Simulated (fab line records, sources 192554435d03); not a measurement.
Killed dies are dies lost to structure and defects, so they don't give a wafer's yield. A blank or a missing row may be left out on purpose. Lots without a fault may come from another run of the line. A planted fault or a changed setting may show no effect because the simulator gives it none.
Chamber matching | flow n5_finfet | N5_HKMG_FIN_ALD_71 on ald_metal-02: 4 sister chambers
The step deposits TiN, target thk 1 nm, pulse time 1 s, purge time 3 s. 16 wafers are shown with their chamber, then 8 later ones without.

WAFERS WITH THEIR CHAMBER
wafer  | chamber | heater_power_w (W) | precursor_pulse_height_rel
L075.2 | 2       | 1022               | 0.989
L075.3 | 0       | 752                | 0.976
L075.5 | 0       | 758                | 1.023
L085.1 | 3       | 965                | 1.005
L085.3 | 0       | 742                | 1.026
L085.6 | 1       | 896                | 1.021
L088.1 | 1       | 892                | 1.015
L088.3 | 3       | 972                | 0.987
L088.6 | 3       | 962                | 0.995
L089.1 | 1       | 905                | 1.037
L089.3 | 0       | 754                | 0.998
L089.5 | 0       | 761                | 0.992
L091.1 | 1       | 931                | 0.980
L091.5 | 2       | 1015               | 1.009
L091.6 | 1       | 892                | 1.008
L092.4 | 2       | 1013               | 1.029

SIGNATURES (means of the wafers above)
reading                    | chamber 0 | chamber 1 | chamber 2 | chamber 3 | scatter within a chamber
heater_power_w             | 753.40    | 903.20    | 1016.67   | 966.33    | 10.8
precursor_pulse_height_rel | 1.00300   | 1.01220   | 1.00900   | 0.99567   | 0.0194
Rule: a wafer's distance from a chamber is the root of the sum, over the readings, of the square of ((its reading less the chamber's mean) divided by the reading's scatter). The wafer belongs to the nearest chamber; if the next one is less than 2 further off, it can't be placed. The scatter: the root of (the sum of the squares of (reading less its chamber's mean) over the shown wafers, divided by (wafers less chambers)).

WAFERS WITHOUT THEIR CHAMBER
wafer  | heater_power_w (W) | precursor_pulse_height_rel
L092.5 | 751                | 1.012
L092.6 | 995                | 0.956
L094.2 | 910                | 0.991
L094.4 | 760                | 0.993
L094.6 | 903                | 0.972
L096.2 | 744                | 0.993
L096.4 | 983                | 0.990
L096.6 | 1013               | 0.995

WHICH CHAMBER EACH WENT THROUGH
wafer  | from the rows above     | in truth
L092.5 | 0                       | 0
L092.6 | can't be placed: 3 or 2 | 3
L094.2 | 1                       | 1
L094.4 | 0                       | 0
L094.6 | 1                       | 1
L096.2 | 0                       | 0
L096.4 | can't be placed: 3 or 2 | 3
L096.6 | 2                       | 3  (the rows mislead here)
Placed correctly: 5 of 8. Can't be placed from these rows: 2 (the true chamber is among the candidates in 2). Placed wrongly: 1.
